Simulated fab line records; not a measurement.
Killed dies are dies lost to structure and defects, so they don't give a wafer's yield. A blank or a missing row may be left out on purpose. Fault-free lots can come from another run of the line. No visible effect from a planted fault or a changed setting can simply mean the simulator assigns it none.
fab line records ; flow n5_finfet
record lots=5; wafers=15; last_day=19
route steps=1938 shown BEOL_M0_SAQP@634 BEOL_M4@1111 PASSIVATION@1936
lots untouched by any fault: they come from a run of this same line in which no faults occurred
start_h: hours from the record's opening day to when the first of the lot's shown wafers began ; wait_h: hours elapsed since this lot's preceding step ; " same as the row above ; L1.1+2: several wafers, shown together as one row ; - no value present, or no start provided ; * or withheld: withheld ; < > ~ a bound
route shown NAME@n: names a module that has steps shown in the file, with the first one's number in the route ; usual: mean/standard deviation taken from wafers without a fault ; same: alike in all rows ; chamber/n: place in a boat ; sites: the reading at each site ; _std_site: their standard deviation ; _edge_site: mean of outer sites minus mean of inner sites ; radius_mm: how far each site lies from the wafer's centre ; mask NAME#n: copy n ; behind: tool/chamber where the wafer was last shaped ; hold: cause of the lot's hold/its duration in hours/its outcome ; device: which transistor (n, p or np) failed to switch ; end of line: at the end of the route, the tests of the same wafers ; step lacking rows: just its recipe ; killed: count of dies lost to structure and defects at first sort (not the wafer's yield) ; map: a wafer's dies, x killed, . not, _ none there
set.NAME: the setting that was run; set.NAME@STEP: the one run at that earlier step ; model.NAME: the simulator's own value behind a step, which no gauge read
lots at selected steps of the route; one table per step, one row per wafer
services: a tool's chamber out of use, with start hour (start_h, from the record's first day; less than 0 if before it), hours out, and reason
## steps
# step N5_BEOL_M0_SAQP_HM_DEP_02
# recipe material=TiN; target_thk_a=120; temp_c=25; chamber_pressure_pa=0.49996
# usual substrate_temp_c=25.01/0.11; susceptor_temp_C=24.98/0.12; throttle_valve_pct=29.7/1.2
lot.wafer;tool;chamber;start_h;wait_h;substrate_temp_c;susceptor_temp_C;throttle_valve_pct
L710.1;pvd_sputter-02;-;140.66;0.1;25.06;25.03;30.6
L710.3;pvd_sputter-02;-;140.66;0.1;25.11;25.02;27.3
L710.5;pvd_sputter-02;-;140.66;0.1;25.05;25.11;30.9
L720.1;pvd_sputter-02;-;185.84;0.1;24.98;25.08;30.4
L720.2;pvd_sputter-02;-;185.84;0.1;24.97;24.84;27.2
L720.5;pvd_sputter-02;-;185.84;0.1;24.94;25.29;29.8
L726.2;pvd_sputter-03;-;219.75;2.1;25.18;24.76;28.7
L726.5;pvd_sputter-03;-;219.75;2.1;24.97;24.91;29.0
L726.6;pvd_sputter-03;-;219.75;2.1;24.96;24.97;31.0
L732.3;pvd_sputter-01;-;246.12;1.0;25.06;24.89;29.7
L732.4;pvd_sputter-01;-;246.12;1.0;25.01;24.88;30.6
L732.5;pvd_sputter-01;-;246.12;1.0;25.00;24.90;30.8
L731.2;pvd_sputter-03;-;249.03;0.4;25.01;25.07;30.9
L731.4;pvd_sputter-03;-;249.03;0.4;24.98;24.96;29.7
L731.5;pvd_sputter-03;-;249.03;0.4;25.13;24.98;30.0
# step N5_BEOL_M0_SAQP_PECVD_03
# recipe material=SiCN; target_thk_a=120; temp_c=withheld; precursor=3MS/NH3; pressure_torr=3; rf_w=202; time_s=21.1
# usual showerhead_plenum_p_Torr=3.665/0.011; throttle_valve_pct=9.0/0.31
# same time_s=21.1
lot.wafer;tool;chamber;start_h;wait_h;showerhead_plenum_p_Torr;throttle_valve_pct
L710.1;pecvd-01;1;140.78;0.1;3.642;9.2
L710.3;pecvd-01;2;140.78;0.1;3.648;8.3
L710.5;pecvd-01;2;140.78;0.1;3.644;8.7
L720.1;pecvd-03;2;185.96;0.1;3.658;9.4
L720.2;pecvd-03;0;185.96;0.1;3.681;8.9
L720.5;pecvd-03;2;185.96;0.1;3.657;9.3
L726.2;pecvd-01;0;219.87;0.1;3.680;8.7
L726.5;pecvd-01;2;219.87;0.1;3.647;8.7
L726.6;pecvd-01;1;219.87;0.1;3.658;9.1
L732.3;pecvd-04;2;246.24;0.1;3.642;9.0
L732.4;pecvd-04;2;246.24;0.1;3.663;8.7
L732.5;pecvd-04;1;246.24;0.1;3.670;9.3
L731.2;pecvd-03;2;249.16;0.1;3.661;8.4
L731.4;pecvd-03;0;249.16;0.1;3.679;8.9
L731.5;pecvd-03;2;249.16;0.1;3.652;8.4
# step N5_BEOL_M0_SAQP_PECVD_96
# recipe material=a-Si; target_thk_a=450; temp_c=350; precursor=SiH4/He; pressure_torr=3; rf_w=100; time_s=45.2
# usual heater_power_w=652/75; showerhead_plenum_p_Torr=5.67/0.041; susceptor_temp_C=350.01/0.23; throttle_valve_pct=18.0/0.59
# same time_s=45.2
lot.wafer;tool;chamber;start_h;wait_h;heater_power_w;showerhead_plenum_p_Torr;susceptor_temp_C;throttle_valve_pct
L710.1;pecvd-01;1;140.82;0.0;768;5.62;350.38;18.9
L710.3;pecvd-01;2;140.82;0.0;660;5.61;350.15;16.7
L710.5;pecvd-01;2;140.82;0.0;650;5.60;350.02;17.1
L720.1;pecvd-03;2;185.99;0.0;733;5.65;350.05;18.6
L720.2;pecvd-03;0;185.99;0.0;570;5.74;349.69;18.1
L720.5;pecvd-03;2;185.99;0.0;740;5.63;350.26;18.8
L726.2;pecvd-01;0;219.90;0.0;692;5.67;349.98;17.7
L726.5;pecvd-01;2;219.90;0.0;650;5.61;349.88;16.9
L726.6;pecvd-01;1;219.90;0.0;725;5.60;349.77;18.7
L732.3;pecvd-04;2;246.27;0.0;665;5.62;349.87;18.0
L732.4;pecvd-04;2;246.27;0.0;653;5.64;349.76;17.7
L732.5;pecvd-04;1;246.27;0.0;775;5.67;350.03;18.5
L731.2;pecvd-03;2;249.19;0.0;762;5.63;350.03;16.8
L731.4;pecvd-03;0;249.19;0.0;585;5.73;349.88;18.0
L731.5;pecvd-03;2;249.19;0.0;756;5.63;350.31;17.2
# step N5_BEOL_M0_SAQP_PECVD_97
# recipe material=SiNx; target_thk_a=230; temp_c=350; precursor=SiH4/NH3/N2; pressure_torr=1.5; rf_w=300; time_s=19.9
# usual heater_power_w=571/73; showerhead_plenum_p_Torr=5.14/0.055; susceptor_temp_C=350.00/0.2; throttle_valve_pct=39.5/1.3
# same time_s=19.9
lot.wafer;tool;chamber;start_h;wait_h;heater_power_w;showerhead_plenum_p_Torr;susceptor_temp_C;throttle_valve_pct
L710.1;pecvd-01;1;140.89;0.0;580;5.06;350.35;41.2
L710.3;pecvd-01;2;140.89;0.0;530;5.06;349.77;36.9
L710.5;pecvd-01;2;140.89;0.0;504;5.06;349.79;36.9
L720.1;pecvd-03;2;186.04;0.0;731;5.11;349.64;41.3
L720.2;pecvd-03;0;186.04;0.0;501;5.23;350.03;39.5
L720.5;pecvd-03;2;186.04;0.0;694;5.12;350.08;41.4
L726.2;pecvd-01;0;219.95;0.0;607;5.16;350.05;38.3
L726.5;pecvd-01;2;219.95;0.0;643;5.06;350.15;36.9
L726.6;pecvd-01;1;219.95;0.0;674;5.07;350.08;41.1
L732.3;pecvd-04;2;246.32;0.0;501;5.10;349.90;39.1
L732.4;pecvd-04;2;246.32;0.0;505;5.10;349.84;38.9
L732.5;pecvd-04;1;246.32;0.0;573;5.15;350.09;40.8
L731.2;pecvd-03;2;249.24;0.0;656;5.10;349.89;36.9
L731.4;pecvd-03;0;249.24;0.0;526;5.23;350.35;39.6
L731.5;pecvd-03;2;249.24;0.0;642;5.08;349.98;37.1
# step N5_BEOL_M0_SAQP_PECVD_04
# recipe material=a-Si; target_thk_a=600; temp_c=350; precursor=SiH4/He; pressure_torr=3; rf_w=100; time_s=60.2
# step N5_BEOL_M0_SAQP_THK_MEAS_05
# usual thk_nm=59.8/0.7
lot.wafer;tool;chamber;start_h;wait_h;thk_nm
L710.1;film_metro-02;-;141.08;0.1;59.1
L710.3;film_metro-02;-;141.08;0.1;59.7
L710.5;film_metro-02;-;141.08;0.1;60.3
L720.1;film_metro-02;-;186.17;0.1;59.9
L720.2;film_metro-02;-;186.17;0.1;59.1
L720.5;film_metro-02;-;186.17;0.1;59.9
L726.2;film_metro-02;-;220.08;0.1;59.6
L726.5;film_metro-02;-;220.08;0.1;61.0
L726.6;film_metro-02;-;220.08;0.1;60.7
L732.3;film_metro-02;-;246.45;0.1;59.3
L732.4;film_metro-02;-;246.45;0.1;60.3
L732.5;film_metro-02;-;246.45;0.1;60.2
L731.2;film_metro-02;-;249.37;0.1;59.7
L731.4;film_metro-02;-;249.37;0.1;60.9
L731.5;film_metro-02;-;249.37;0.1;61.3
# step N5_BEOL_M0_SAQP_HM_DEP_111
# recipe material=SiO2; target_thk_a=120; temp_c=400; precursor=SiH4/N2O; pressure_torr=0.75; rf_w=275; time_s=7.2
# usual heater_power_w=805/100; showerhead_plenum_p_Torr=8.16/0.12; susceptor_temp_C=400.00/0.23
# same time_s=7.2
lot.wafer;tool;chamber;start_h;wait_h;heater_power_w;showerhead_plenum_p_Torr;susceptor_temp_C
L710.1;pecvd-01;1;141.12;0.0;865;8.02;399.57
L710.3;pecvd-01;1;141.12;0.0;866;8.01;399.50
L710.5;pecvd-01;2;141.12;0.0;823;7.98;400.45
L720.1;pecvd-03;0;186.21;0.0;694;8.33;399.64
L720.2;pecvd-03;1;186.21;0.0;770;8.33;400.05
L720.5;pecvd-03;1;186.21;0.0;780;8.30;399.97
L726.2;pecvd-03;0;220.12;0.0;731;8.32;400.13
L726.5;pecvd-03;0;220.12;0.0;727;8.32;399.61
L726.6;pecvd-03;1;220.12;0.0;735;8.30;399.94
L732.3;pecvd-03;2;246.49;0.0;995;8.04;399.88
L732.4;pecvd-03;1;246.49;0.0;736;8.32;400.11
L732.5;pecvd-03;2;246.49;0.0;952;8.06;400.31
L731.2;pecvd-04;1;249.41;0.0;920;8.16;400.17
L731.4;pecvd-04;1;249.41;0.0;912;8.15;400.01
L731.5;pecvd-04;2;249.41;0.0;754;8.05;400.08
# step N5_BEOL_M0_SAQP_COAT_81
# recipe resist=SOC; temp_c=250; time_s=60; spin_rpm=1500; resist_thk_nm=100
# step N5_BEOL_M0_SAQP_COAT_82
# recipe resist=SiARC; temp_c=220; time_s=60; spin_rpm=1500; resist_thk_nm=30
# step N5_BEOL_M0_SAQP_COAT_08
# recipe resist=CAR-ArF; spin_rpm=1500; resist_thk_nm=90
# step N5_BEOL_M0_SAQP_EBR_10
# recipe solvent=PGMEA; ebr_width_mm=1.5
# step N5_BEOL_M0_SAQP_SOFTBAKE_09
# recipe temp_c=110; time_s=60; resist=CAR-ArF
# step N5_BEOL_M0_SAQP_EXPOSE_11
# recipe mask_id=M0_CORE; na=1.35; source_shape=dipole; sigma_inner=0.538; sigma_outer=0.738; polarization=te; target_cd_nm=42; dose_mj=55
# usual exposure_dose_mJ_cm2=54.95/0.064
lot.wafer;tool;chamber;start_h;wait_h;mask;exposure_dose_mJ_cm2
L710.1;arfi_scanner-01;0;141.46;-;M0_CORE#0;54.95
L710.3;arfi_scanner-01;0;141.46;-;M0_CORE#0;54.97
L710.5;arfi_scanner-01;0;141.46;-;M0_CORE#0;54.91
L720.1;arfi_scanner-01;0;186.53;-;M0_CORE#0;53.44
L720.2;arfi_scanner-01;0;186.53;-;M0_CORE#0;53.51
L720.5;arfi_scanner-01;0;186.53;-;M0_CORE#0;53.53
L726.2;arfi_scanner-03;0;220.47;-;M0_CORE#0;55.03
L726.5;arfi_scanner-03;0;220.47;-;M0_CORE#0;54.94
L726.6;arfi_scanner-03;0;220.47;-;M0_CORE#0;54.94
L732.3;arfi_scanner-01;0;246.82;-;M0_CORE#0;55.10
L732.4;arfi_scanner-01;0;246.82;-;M0_CORE#0;55.10
L732.5;arfi_scanner-01;0;246.82;-;M0_CORE#0;55.06
L731.2;arfi_scanner-03;0;249.74;-;M0_CORE#0;54.86
L731.4;arfi_scanner-03;0;249.74;-;M0_CORE#0;54.85
L731.5;arfi_scanner-03;0;249.74;-;M0_CORE#0;54.93
# step N5_BEOL_M0_SAQP_PEB_12
# recipe peb_temp_c=withheld; peb_time_s=60; resist=CAR-ArF
# step N5_BEOL_M0_SAQP_DEVELOP_13
# recipe develop_time_s=30; developer=TMAH; resist=CAR-ArF; dev_temp_c=23; rinse_liquid=diw; dry=air_spin
# step N5_BEOL_M0_SAQP_CD_MEAS_14
# recipe target_cd_nm=42.5; landing_energy_ev=500; detector=se_inlens
# usual cd_nm=42.4/0.33
# same landing_energy_ev=500
lot.wafer;tool;chamber;start_h;wait_h;cd_nm
L710.1;cd_sem-03;0;141.58;-;42.4
L710.3;cd_sem-03;0;141.58;-;42.9
L710.5;cd_sem-03;0;141.58;-;42.5
L720.1;cd_sem-01;0;186.65;-;37.0
L720.2;cd_sem-01;0;186.65;-;40.3
L720.5;cd_sem-01;0;186.65;-;39.1
L726.2;cd_sem-01;0;220.59;-;42.8
L726.5;cd_sem-01;0;220.59;-;43.3
L726.6;cd_sem-01;0;220.59;-;42.7
L732.3;cd_sem-03;0;246.94;-;41.9
L732.4;cd_sem-03;0;246.94;-;42.2
L732.5;cd_sem-03;0;246.94;-;41.9
L731.2;cd_sem-01;0;249.86;-;42.4
L731.4;cd_sem-01;0;249.86;-;42.3
L731.5;cd_sem-01;0;249.86;-;42.0
# step N5_BEOL_M0_SAQP_OVL_MEAS_15
# recipe points_per_wafer=44
# usual M0_CORE_OVL=0.0/0.8
lot.wafer;tool;chamber;start_h;wait_h;M0_CORE_OVL[nm]
L710.1;overlay-01;0;143.48;1.9;1.1
L710.3;overlay-01;0;143.48;1.9;1.3
L710.5;overlay-01;0;143.48;1.9;1.8
L720.1;overlay-01;0;186.68;0.0;-0.1
L720.2;overlay-01;0;186.68;0.0;0.3
L720.5;overlay-01;0;186.68;0.0;0.4
L726.2;overlay-01;0;220.62;0.0;-0.5
L726.5;overlay-01;0;220.62;0.0;-0.5
L726.6;overlay-01;0;220.62;0.0;-1.6
L732.3;overlay-02;0;246.97;0.0;0.3
L732.4;overlay-02;0;246.97;0.0;1.0
L732.5;overlay-02;0;246.97;0.0;0.7
L731.2;overlay-02;0;249.89;0.0;1.3
L731.4;overlay-02;0;249.89;0.0;0.1
L731.5;overlay-02;0;249.89;0.0;-0.5
# step N5_BEOL_M4_RC_MEAS_101
# usual DIBL_N=36.0/1.3; DIBL_P=36.2/1.7; IOFF_N=0.155/0.024; IOFF_P=0.21/0.034; ION_N=674/9; ION_P=463/7.1; SS_N=71.4/0.5; SS_P=73.4/0.57; VT_N=250.0/2.8; VT_P=-251/3.2
lot.wafer;tool;chamber;start_h;wait_h;DIBL_N[mV/V];DIBL_P[mV/V];IOFF_N[nA/um];IOFF_P[nA/um];ION_N[uA/um];ION_P[uA/um];SS_N[mV/dec];SS_P[mV/dec];VT_N[mV];VT_P[mV]
L710.1;prober-01;0;244.50;0.1;36.3;36.1;0.143;0.19;666;460;71.5;73.3;250.3;-254
L710.3;prober-01;0;244.50;0.1;37.0;37.7;0.161;0.20;674;454;71.7;73.4;250.0;-253
L710.5;prober-01;0;244.50;0.1;38.0;38.4;0.176;0.22;674;457;72.0;73.9;248.4;-253
L720.1;prober-01;0;288.85;0.0;36.2;37.8;0.182;0.23;677;467;71.6;73.9;246.0;-248
L720.2;prober-01;0;288.85;0.0;35.2;36.5;0.162;0.20;680;465;71.0;73.4;251.5;-250
L720.5;prober-01;0;288.85;0.0;34.4;35.4;0.144;0.19;671;469;71.4;73.6;250.3;-252
L726.2;prober-01;0;322.36;0.2;33.4;35.8;0.125;0.17;667;459;71.7;73.2;251.8;-253
L726.5;prober-01;0;322.36;0.2;36.2;38.4;0.159;0.21;682;458;72.4;73.3;248.4;-250
L726.6;prober-01;0;322.36;0.2;35.4;38.5;0.154;0.21;692;468;71.7;73.6;251.9;-250
L732.3;prober-01;0;348.02;0.3;35.3;35.0;0.135;0.21;675;470;70.8;72.2;251.2;-252
L732.4;prober-01;0;348.02;0.3;35.2;34.5;0.135;0.20;677;464;70.9;72.2;252.7;-250
L732.5;prober-01;0;348.02;0.3;34.9;35.5;0.131;0.20;667;467;70.8;72.6;253.3;-247
L731.2;prober-01;0;358.65;0.2;34.1;33.9;0.122;0.16;663;453;71.8;72.9;256.2;-257
L731.4;prober-01;0;358.65;0.2;35.1;35.0;0.140;0.17;657;447;71.4;72.9;251.9;-254
L731.5;prober-01;0;358.65;0.2;34.3;34.7;0.136;0.17;669;459;71.5;73.0;253.0;-255
# step N5_PASSIVATION_PROBE_49
# usual defect_limited_yield=90.8/1.7; killed_at_M0_to_M3=37/12; killed_at_M4_up=15/5.6; killed_at_contacts=13/6.9; killed_at_front_end=40/11; killed_at_other=4/3.2; killed_dies=109/20; killed_open=73/15; killed_short=35/8.3; sort_bin_5_function=5.4/1.1; sort_bin_6_memory=3.5/0.73; sort_n_pass=1071/20; sort_yield_pct=90.8/1.7
# same gross_dies=1180; killed_at_back_side=0; sort_bin_4_leakage[%]=0; sort_bin_8_speed[%]=0
lot.wafer;tool;chamber;start_h;wait_h;defect_limited_yield[%];killed_at_M0_to_M3;killed_at_M4_up;killed_at_contacts;killed_at_front_end;killed_at_other;killed_dies;killed_open;killed_short;sort_bin_5_function[%];sort_bin_6_memory[%];sort_n_pass;sort_yield_pct[%]
L710.1;prober-01;-;341.66;0.0;90.3;40;27;21;24;3;115;74;41;5.4;4.1;1065;90.3
L710.3;prober-01;-;341.76;0.1;90.4;42;17;16;31;7;113;80;33;5.6;3.8;1067;90.4
L710.5;prober-01;-;341.86;0.2;89.6;50;26;7;36;4;123;68;52;6.0;4.1;1057;89.6
L720.1;prober-02;-;406.93;0.3;81.9;149;16;13;31;4;213;74;33;14.2;3.2;967;81.9
L720.2;prober-02;-;406.98;0.3;91.3;43;6;13;32;9;103;65;35;4.8;3.2;1077;91.3
L720.5;prober-02;-;407.13;0.5;91.3;38;18;12;31;4;103;66;30;5.4;3.0;1077;91.3
# killed by level:class
L710.1 MOL_CONTACT_COAG:geometric_particle:open=16 BEOL_M4:geometric_particle:open=11 BEOL_M3:geometric_particle:open=10 BEOL_M0_SAQP:geometric_particle:short=10 FIN_SAQP:geometric_particle:open=5 BEOL_M1:geometric_particle:open=5 MOL_CONTACT_COAG:geometric_particle:short=5 FIN_SAQP:geometric_particle:short=4
L710.3 BEOL_M1:geometric_particle:open=13 MOL_CONTACT_COAG:geometric_particle:open=11 DUMMY_GATE:geometric_particle:open=9 BEOL_M0_SAQP:geometric_particle:open=7 BEOL_M3:geometric_particle:open=7 BEOL_M4:geometric_particle:open=7 MOL_CONTACT_COAG:geometric_particle:short=5 BEOL_M0_SAQP:geometric_particle:short=5
L710.5 STI_FIN_REVEAL:geometric_particle:open=11 BEOL_M0_SAQP:geometric_particle:short=11 BEOL_M4:geometric_particle:open=11 STARTING-WAFER:geometric_particle:short=9 BEOL_M2:geometric_particle:short=8 BEOL_M1:geometric_particle:open=7 BEOL_M0_SAQP:geometric_particle:open=6 MOL_CONTACT_COAG:geometric_particle:open=6
L720.1 BEOL_M0_SAQP:area_expose=106 BEOL_M0_SAQP:geometric_particle:short=14 MOL_CONTACT_COAG:geometric_particle:open=10 STI_FIN_REVEAL:geometric_particle:open=9 BEOL_M3:geometric_particle:open=9 BEOL_M0_SAQP:geometric_particle:open=8 BEOL_M2:geometric_particle:open=8 BEOL_M5:geometric_particle:open=5
L720.2 BEOL_M0_SAQP:geometric_particle:open=18 MOL_CONTACT_COAG:geometric_particle:open=12 BEOL_M0_SAQP:geometric_particle:short=10 FIN_SAQP:geometric_particle:open=7 FIN_SAQP:geometric_particle:short=7 BEOL_M3:geometric_particle:open=5 PAD_METAL:geometric_particle:open=5 PAD_METAL:geometric_particle:short=4
L720.5 STI_FIN_REVEAL:geometric_particle:open=10 MOL_CONTACT_COAG:geometric_particle:open=10 BEOL_M0_SAQP:geometric_particle:short=9 BEOL_M0_SAQP:geometric_particle:open=9 BEOL_M0_SAQP:area_expose=6 FIN_SAQP:geometric_particle:short=5 BEOL_M3:geometric_particle:open=5 BEOL_M3:geometric_particle:short=4
## services
tool;chamber;start_h;hours;kind
pvd_sputter-03;-;118.44;0.6;repair
pecvd-03;-;122.54;2.8;pm
pecvd-01;0;131.24;13.8;repair
arfi_scanner-01;-;136.08;1.0;pm
pvd_sputter-02;-;143.09;2.5;repair
arfi_scanner-01;-;155.52;1.3;pm
arfi_scanner-01;-;160.02;3.9;pm
arfi_scanner-01;-;169.23;3.8;repair
pecvd-01;1;177.48;-;calibration
arfi_scanner-01;-;186.59;0.6;repair
arfi_scanner-01;-;189.39;1.0;pm
arfi_scanner-03;-;189.78;1.0;pm
arfi_scanner-01;0;198.75;-;calibration
pecvd-03;2;202.38;-;clean
pecvd-03;2;202.38;-;consumable_replace:showerhead
pecvd-03;2;202.38;29.0;scheduled_down
pecvd-03;2;202.38;29.0;vent_cycle
pecvd-04;2;209.60;-;calibration
arfi_scanner-03;-;214.88;0.8;pm
pecvd-01;-;242.61;1.4;repair
## key
first_sign step=N5_BEOL_M0_SAQP_EXPOSE_11; reading=exposure_dose_mJ_cm2; direction=down; sigmas=23; usual=54.95; struck=53.50
effect step=N5_BEOL_M0_SAQP_CD_MEAS_14; reading=cd_nm; direction=down; sigmas=11; usual=42.4; struck=38.8; through=control_loop
effect step=N5_PASSIVATION_PROBE_49; reading=killed_at_M0_to_M3; direction=up; sigmas=3.3; usual=37; struck=77; wafers_moved=1
more_kills_born_at N5_BEOL_M0_SAQP_EXPOSE_11@arfi_scanner-01=112
met_at N5_BEOL_M0_SAQP_EXPOSE_11
struck_wafers L720.1,L720.2,L720.5
loop_trim step=N5_BEOL_M0_SAQP_EXPOSE_11; setting=dose; lots=L720
onset_between 141.46 186.53
fault kind=process_parameter_drift; tool=arfi_scanner-01; chamber=-; onset_h=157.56; steps=N5_BEOL_M0_SAQP_EXPOSE_11; channel=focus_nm; offset=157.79; spread_by_wafer=0.3; shape=step; end_h=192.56
# loop_trim: a control loop set the setting to another value than it would have without faults
